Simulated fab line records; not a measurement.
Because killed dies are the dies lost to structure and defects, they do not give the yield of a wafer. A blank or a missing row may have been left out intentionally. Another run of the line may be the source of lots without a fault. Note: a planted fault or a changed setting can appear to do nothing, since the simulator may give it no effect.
Struck lot and sound lot, side by side | flow nandHarc | 30 out of 1302 route steps
Sound: the wafers L403.2, L403.4, L403.5. Wafers L387.1, L387.2, L387.5 were the ones struck. The cause is given at the end.
For every step that has rows: the tool of each side, followed by ch and its chambers, followed by its first start. Under that, the readings that differ: sound wafers | struck wafers | difference of the means | sigmas: that difference in standard deviations of wafers without a fault.
alike: readings whose means differ by less than 2 such deviations, and words and numbers that are the same on both sides. not compared: withheld readings, readings that some wafer has no value for, bounds like >300 that may hide the same value, and numbers for which the record gives no deviation and whose values overlap.
A row with sigmas, a row that says differs or no value, or rows on one side alone: a step with any of these is where the two part. Numbers that have no deviation but don't overlap get no sigmas and don't part them. A reading that every wafer of one side lacks parts them only if that side has two wafers or more.

first, 2 steps without rows for these wafers: NHARC_A_WL_FILL_ALD_10 (deposits SiO2, target thk 50 nm, pulse time 10 s, ald cycles 500); NHARC_A_WL_FILL_ETCHBACK_16 (etches the open film in C4F8/O2/Ar, target depth 120 nm, time 24 s).
NHARC_A_WL_FILL_STRIP_29: strips in O2, time 20 s.
  sound on rieDiel-08 ch 0,2, day 29 08:17; struck on rieDiel-09 ch 0,3, day 24 09:22
  alike: chamberPressureMTorr, drypumpMotorCurrentA, oesProductAu, rfVppV, showerheadPlenumPTorr, throttleValvePct
  not compared: rfHoursCounterH
then, 7 steps without rows for these wafers: NHARC_A_WL_FILL_ETCHBACK_17 (etches the open film in Cl2/BCl3, target depth 4 nm, time 26.7 s); NHARC_A_WL_FILL_PRECLEAN_18 (cleans in dHF, time 30 s); NHARC_A_WL_FILL_SRD_21; NHARC_A_WL_FILL_CVD_23 (deposits poly-Si, target thk 40 nm, time 800 s); NHARC_A_WL_FILL_ETCHBACK_26 (etches the open film in HBr, target depth 52 nm, time 13.3 s); NHARC_A_WL_FILL_PRECLEAN_30 (cleans in dHF, time 10 s); NHARC_A_WL_FILL_SRD_14.
NHARC_A_WL_FILL_ALD_19: deposits TiN, target thk 2 nm, pulse time 3 s, ald cycles 100.
  sound on aldMetal-02 ch 0,1,2, day 29 13:46; struck on aldMetal-04 ch 0,1,3, day 24 14:50
  alike: heaterPowerW, precursorPulseHeightRel, susceptorTempC
NHARC_A_WL_FILL_CVD_20: deposits W, target thk 100 nm, time 74 s.
  sound: cvdW-01 ch 0,1; struck: cvdW-02 ch 0,1
  alike: chamberPressureTorr, heaterPowerW, susceptorTempC, throttleValvePct
NHARC_A_WL_FILL_CMP_12: polishes, t overpolish 30 s, target thk 100 nm.
  sound on cmp-03 ch 0,2, day 29 14:10; struck on cmp-02 ch 0,1, day 24 15:11
  no value came back on the struck wafers for edgeZonePressureFrac, motorCurrentA (A), overpolishRunS (s), timeToEndpointS (s); on the sound wafers edgeZonePressureFrac reads 0.996 1.004 1.004
following that, these wafers have no rows for 1 step: NHARC_A_WL_FILL_SRD_31.
NHARC_A_WL_FILL_INSPECT_15:
  sound on defectInspect-02, day 29 14:37; struck on defectInspect-02, day 24 15:50
reading        | sound       | struck         | difference | sigmas
rawDefectCount | 470 400 522 | 2410 2582 2376 | +1992      | +15
  not compared: hold
NHARC_A_CONTACT_DEP_24: deposits SiO2, target thk 500 nm.
  sound on pecvd-02 ch 0,1,2, day 29 14:41; struck on pecvd-01 ch 1,2, day 24 17:47
reading | sound | struck                                                                  | difference                   | sigmas
hold    | - - - | awaitDispo/1.5h/release awaitDispo/1.5h/release awaitDispo/1.5h/release | no value on the sound wafers | 
  alike: chamberPressureTorr, heaterPowerW, susceptorTempC, throttleValvePct
then, 1 step without rows for these wafers: NHARC_A_CONTACT_DEP_28 (deposits aC, target thk 7000 nm).
NHARC_A_CONTACT_DEP_29: deposits SiON, target thk 100 nm.
  sound on pecvd-02 ch 0,1,2, day 29 19:29; struck on pecvd-03 ch 1,2, day 24 23:42
  alike: chamberPressureTorr, heaterPowerW, susceptorTempC
then, 10 steps without rows for these wafers: NHARC_A_CONTACT_DEHYDRATE_32 (time 120 s); NHARC_A_CONTACT_HMDS_33 (time 30 s); NHARC_A_CONTACT_COAT_34 (time 75 s); NHARC_A_CONTACT_COAT_35 (time 65 s); NHARC_A_CONTACT_COAT_36 (resist thk 90 nm); NHARC_A_CONTACT_SOFTBAKE_37 (time 55 s); NHARC_A_CONTACT_EBR_38; NHARC_A_CONTACT_EXPOSE_39 (exposes mask A CC 3); NHARC_A_CONTACT_PEB_40 (peb time 65 s); NHARC_A_CONTACT_DEVELOP_41 (develop time 35 s).
NHARC_A_CONTACT_CD_MEAS_42: target cd 300 nm.
  sound on cdSem-01 ch 0, day 29 20:05; struck on cdSem-03 ch 0, day 25 00:25
  alike: cdNm
NHARC_A_CONTACT_OVL_MEAS_43:
  sound on overlay-01, day 29 20:10; struck on overlay-01, day 25 00:30
  alike: overlayXNm, overlayYNm

== WHERE THEY PART ==
Last at NHARC_A_CONTACT_DEP_24 as far as this record goes, first at NHARC_A_WL_FILL_CMP_12. Later steps at which nothing parts them and some readings are alike: NHARC_A_CONTACT_DEP_29, NHARC_A_CONTACT_CD_MEAS_42, NHARC_A_CONTACT_OVL_MEAS_43.

WHY: what had been put in by the simulator
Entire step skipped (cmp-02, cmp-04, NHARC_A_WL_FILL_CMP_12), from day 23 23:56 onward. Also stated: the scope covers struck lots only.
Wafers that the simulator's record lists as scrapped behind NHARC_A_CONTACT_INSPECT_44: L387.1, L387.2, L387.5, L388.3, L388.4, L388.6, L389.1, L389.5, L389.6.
